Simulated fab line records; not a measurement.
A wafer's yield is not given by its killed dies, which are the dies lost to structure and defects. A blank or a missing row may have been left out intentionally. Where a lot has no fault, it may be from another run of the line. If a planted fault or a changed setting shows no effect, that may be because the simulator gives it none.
Matching of chambers + flow n5_finfet + rie_diel-03 running N5_BEOL_M9_ETCH_66: 4 sister chambers
The step etches SOC in N2/H2, target depth 80 nm, overetch 16 nm, time 120 s. 20 wafers are shown with their chamber, then 10 later ones without.

## WAFERS PAIRED WITH THEIR CHAMBERS
| wafer  | chamber | drypump_motor_current_A (A) | throttle_valve_pct (%) | showerhead_plenum_p_Torr (Torr) |
|--------|---------|-----------------------------|------------------------|---------------------------------|
| L075.1 | 1       | 6.1                         | 18.27                  | 2.63                            |
| L075.2 | 3       | 6.7                         | 17.49                  | 2.59                            |
| L075.5 | 3       | 6.7                         | 17.50                  | 2.59                            |
| L078.1 | 2       | 5.8                         | 17.73                  | 2.54                            |
| L078.3 | 1       | 6.0                         | 18.28                  | 2.63                            |
| L078.6 | 2       | 5.8                         | 17.75                  | 2.54                            |
| L080.3 | 0       | 4.9                         | 17.58                  | 2.53                            |
| L080.4 | 1       | 6.1                         | 18.29                  | 2.63                            |
| L080.5 | 1       | 6.1                         | 18.30                  | 2.63                            |
| L082.1 | 3       | 6.6                         | 17.53                  | 2.58                            |
| L082.2 | 2       | 5.8                         | 17.74                  | 2.54                            |
| L082.5 | 2       | 5.8                         | 17.74                  | 2.54                            |
| L084.2 | 2       | 5.8                         | 17.75                  | 2.54                            |
| L084.4 | 0       | 4.9                         | 17.60                  | 2.53                            |
| L084.6 | 1       | 6.0                         | 18.32                  | 2.62                            |
| L089.1 | 1       | 6.0                         | 18.32                  | 2.62                            |
| L089.2 | 0       | 4.9                         | 17.60                  | 2.52                            |
| L089.3 | 2       | 5.8                         | 17.79                  | 2.54                            |
| L088.1 | 3       | 6.7                         | 17.58                  | 2.58                            |
| L088.4 | 0       | 4.9                         | 17.60                  | 2.52                            |

SIGNATURES (means of the wafers above)
| reading                  | chamber 0 | chamber 1 | chamber 2 | chamber 3 | scatter within a chamber |
|--------------------------|-----------|-----------|-----------|-----------|--------------------------|
| drypump_motor_current_A  | 4.900     | 6.050     | 5.800     | 6.675     | 0.0375                   |
| throttle_valve_pct       | 17.5950   | 18.2967   | 17.7500   | 17.5250   | 0.0244                   |
| showerhead_plenum_p_Torr | 2.5250    | 2.6267    | 2.5400    | 2.5850    | 0.00456                  |
Rule: for each reading, subtract the chamber's mean from the wafer's reading, divide by that reading's scatter and square the result; add these up over the readings and take the root, which gives the wafer's distance from the chamber. The wafer belongs to the nearest chamber; if the next one is less than 2 further off, it can't be placed. The scatter is the square root of a quotient: the sum, over the shown wafers, of each reading's squared deviation from its chamber's mean, divided by wafers minus chambers.

## WAFERS WITH NO CHAMBER GIVEN
| wafer  | drypump_motor_current_A (A) | throttle_valve_pct (%) | showerhead_plenum_p_Torr (Torr) |
|--------|-----------------------------|------------------------|---------------------------------|
| L088.6 | 6.1                         | 18.32                  | 2.62                            |
| L091.2 | 4.9                         | 17.62                  | 2.52                            |
| L091.4 | 5.7                         | 17.78                  | 2.53                            |
| L091.6 | 6.6                         | 17.56                  | 2.57                            |
| L095.2 | 6.7                         | 17.60                  | 2.57                            |
| L095.3 | 5.8                         | 17.81                  | 2.53                            |
| L095.4 | 4.9                         | 17.65                  | 2.52                            |
| L097.1 | 6.6                         | 17.59                  | 2.57                            |
| L097.2 | 4.9                         | 17.67                  | 2.52                            |
| L097.3 | 5.8                         | 17.80                  | 2.53                            |

## THE CHAMBER EACH PASSED THROUGH
| wafer  | from the rows above | in truth |
|--------|---------------------|----------|
| L088.6 | 1                   | 1        |
| L091.2 | 0                   | 0        |
| L091.4 | 2                   | 2        |
| L091.6 | 3                   | 3        |
| L095.2 | 3                   | 3        |
| L095.3 | 2                   | 2        |
| L095.4 | 0                   | 0        |
| L097.1 | 3                   | 3        |
| L097.2 | 0                   | 0        |
| L097.3 | 2                   | 2        |
Correctly placed: 10 of 10. Left unplaced by these rows: 0. Wrongly placed: 0.
